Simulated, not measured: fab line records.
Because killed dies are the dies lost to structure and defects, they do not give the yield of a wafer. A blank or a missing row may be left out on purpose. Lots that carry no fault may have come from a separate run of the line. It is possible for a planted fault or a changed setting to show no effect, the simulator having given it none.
Chamber matching :: flow n5-finfet :: N5_BEOL_M4_ETCH_63 on rie-diel-01: 4 sister chambers
The step etches SiARC in CF4, target depth 15.6 nm, time 26 s. 14 wafers are shown with their chamber, then 7 later ones without.

WAFERS PAIRED WITH THEIR CHAMBERS
wafer: L074.2
chamber: 3
drypump-motor-current-A (A): 6.5
showerhead-plenum-p-Torr (Torr): 2.27
throttle-valve-pct (%): 15.28

wafer: L074.3
chamber: 0
drypump-motor-current-A (A): 5.6
showerhead-plenum-p-Torr (Torr): 2.12
throttle-valve-pct (%): 15.86

wafer: L074.5
chamber: 0
drypump-motor-current-A (A): 5.6
showerhead-plenum-p-Torr (Torr): 2.12
throttle-valve-pct (%): 15.83

wafer: L075.1
chamber: 1
drypump-motor-current-A (A): 5.7
showerhead-plenum-p-Torr (Torr): 2.11
throttle-valve-pct (%): 15.36

wafer: L075.3
chamber: 2
drypump-motor-current-A (A): 5.1
showerhead-plenum-p-Torr (Torr): 2.25
throttle-valve-pct (%): 15.86

wafer: L075.5
chamber: 2
drypump-motor-current-A (A): 5.1
showerhead-plenum-p-Torr (Torr): 2.25
throttle-valve-pct (%): 15.88

wafer: L080.2
chamber: 1
drypump-motor-current-A (A): 5.8
showerhead-plenum-p-Torr (Torr): 2.11
throttle-valve-pct (%): 15.37

wafer: L080.3
chamber: 0
drypump-motor-current-A (A): 5.6
showerhead-plenum-p-Torr (Torr): 2.11
throttle-valve-pct (%): 15.86

wafer: L080.4
chamber: 3
drypump-motor-current-A (A): 6.5
showerhead-plenum-p-Torr (Torr): 2.26
throttle-valve-pct (%): 15.33

wafer: L085.1
chamber: 1
drypump-motor-current-A (A): 5.7
showerhead-plenum-p-Torr (Torr): 2.10
throttle-valve-pct (%): 15.39

wafer: L085.4
chamber: 3
drypump-motor-current-A (A): 6.5
showerhead-plenum-p-Torr (Torr): 2.26
throttle-valve-pct (%): 15.35

wafer: L085.5
chamber: 0
drypump-motor-current-A (A): 5.6
showerhead-plenum-p-Torr (Torr): 2.11
throttle-valve-pct (%): 15.90

wafer: L086.2
chamber: 2
drypump-motor-current-A (A): 5.1
showerhead-plenum-p-Torr (Torr): 2.24
throttle-valve-pct (%): 15.94

wafer: L086.4
chamber: 1
drypump-motor-current-A (A): 5.7
showerhead-plenum-p-Torr (Torr): 2.10
throttle-valve-pct (%): 15.39

SIGNATURES, as means of the wafers listed above
reading: drypump-motor-current-A
chamber 0: 5.600
chamber 1: 5.725
chamber 2: 5.100
chamber 3: 6.500
scatter within a chamber: 0.0274

reading: showerhead-plenum-p-Torr
chamber 0: 2.1150
chamber 1: 2.1050
chamber 2: 2.2467
chamber 3: 2.2633
scatter within a chamber: 0.00577

reading: throttle-valve-pct
chamber 0: 15.8625
chamber 1: 15.3775
chamber 2: 15.8933
chamber 3: 15.3200
scatter within a chamber: 0.0304
Rule: a wafer lies at a distance from a chamber equal to the root of the sum of squares, over the readings, of (its reading less the chamber's mean, divided by the reading's scatter). If the next closest chamber is less than 2 further off than the closest, the wafer can't be placed; otherwise it belongs to the closest. How the scatter is found: for the shown wafers, subtract from each reading the mean of its chamber, square and add these, divide the total by (wafers less chambers), then take the root.

WAFERS WITHOUT THEIR CHAMBER
wafer: L086.6
drypump-motor-current-A (A): 5.6
showerhead-plenum-p-Torr (Torr): 2.11
throttle-valve-pct (%): 15.89

wafer: L091.3
drypump-motor-current-A (A): 6.5
showerhead-plenum-p-Torr (Torr): 2.26
throttle-valve-pct (%): 15.38

wafer: L091.4
drypump-motor-current-A (A): 5.6
showerhead-plenum-p-Torr (Torr): 2.11
throttle-valve-pct (%): 15.91

wafer: L091.6
drypump-motor-current-A (A): 5.1
showerhead-plenum-p-Torr (Torr): 2.24
throttle-valve-pct (%): 15.94

wafer: L095.1
drypump-motor-current-A (A): 5.7
showerhead-plenum-p-Torr (Torr): 2.10
throttle-valve-pct (%): 15.42

wafer: L095.4
drypump-motor-current-A (A): 5.6
showerhead-plenum-p-Torr (Torr): 2.10
throttle-valve-pct (%): 15.94

wafer: L095.5
drypump-motor-current-A (A): 5.6
showerhead-plenum-p-Torr (Torr): 2.10
throttle-valve-pct (%): 15.91

THE CHAMBER EACH PASSED THROUGH
wafer: L086.6
from the rows above: 0
in truth: 0

wafer: L091.3
from the rows above: 3
in truth: 3

wafer: L091.4
from the rows above: 0
in truth: 0

wafer: L091.6
from the rows above: 2
in truth: 2

wafer: L095.1
from the rows above: 1
in truth: 1

wafer: L095.4
from the rows above: 0
in truth: 0

wafer: L095.5
from the rows above: 0
in truth: 0
Placed correctly: 7 of 7. Can't be placed from these rows: 0. Placed wrongly: 0.
